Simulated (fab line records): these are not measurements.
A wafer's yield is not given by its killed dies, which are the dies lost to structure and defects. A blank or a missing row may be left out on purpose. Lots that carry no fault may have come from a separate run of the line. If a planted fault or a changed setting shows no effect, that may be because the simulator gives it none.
Chamber matching + flow n5 finfet + N5_STI_FIN_REVEAL_ALD_14 on ald sin-01 has 4 sister chambers
The step deposits Si3N4, target thk 3 nm. 16 wafers are shown with their chamber, then 8 later ones without.

== WAFERS PAIRED WITH THEIR CHAMBERS ==
| wafer  | chamber | heater power w (W) |
|--------|---------|--------------------|
| L074.4 | 1       | 852                |
| L074.5 | 3       | 994                |
| L074.6 | 0       | 849                |
| L075.2 | 1       | 831                |
| L075.3 | 3       | 971                |
| L075.4 | 2       | 896                |
| L076.2 | 1       | 841                |
| L076.3 | 2       | 889                |
| L076.6 | 3       | 998                |
| L077.1 | 3       | 979                |
| L077.2 | 2       | 865                |
| L077.4 | 3       | 983                |
| L086.1 | 2       | 886                |
| L086.3 | 3       | 978                |
| L086.5 | 1       | 841                |
| L091.1 | 2       | 896                |

SIGNATURES (means of the wafers above)
| reading        | chamber 0 | chamber 1 | chamber 2 | chamber 3 | scatter within a chamber |
|----------------|-----------|-----------|-----------|-----------|--------------------------|
| heater power w | 849.00    | 841.25    | 886.40    | 983.83    | 10.8                     |
Rule: a wafer lies at a distance from a chamber equal to the root of the sum of squares, over the readings, of (its reading less the chamber's mean, divided by the reading's scatter). The wafer belongs to the nearest chamber; if the next one is less than 2 further off, it can't be placed. The scatter: the root of (the sum of the squares of (reading less its chamber's mean) over the shown wafers, divided by (wafers less chambers)).

== WAFERS WITH NO CHAMBER GIVEN ==
| wafer  | heater power w (W) |
|--------|--------------------|
| L091.3 | 857                |
| L091.6 | 966                |
| L094.1 | 890                |
| L094.5 | 833                |
| L094.6 | 895                |
| L096.1 | 879                |
| L096.3 | 896                |
| L096.6 | 994                |

== THE CHAMBER EACH PASSED THROUGH ==
| wafer  | from the rows above          | in truth                   |
|--------|------------------------------|----------------------------|
| L091.3 | can't be placed: 0 or 1 or 2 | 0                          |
| L091.6 | 3                            | 3                          |
| L094.1 | 2                            | 2                          |
| L094.5 | can't be placed: 1 or 0      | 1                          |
| L094.6 | 2                            | 2                          |
| L096.1 | 2                            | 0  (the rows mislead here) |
| L096.3 | 2                            | 2                          |
| L096.6 | 3                            | 3                          |
Placed correctly: 5 of 8. These rows do not allow placing 2 (true chamber among the candidates in 2). 1 placed wrongly.
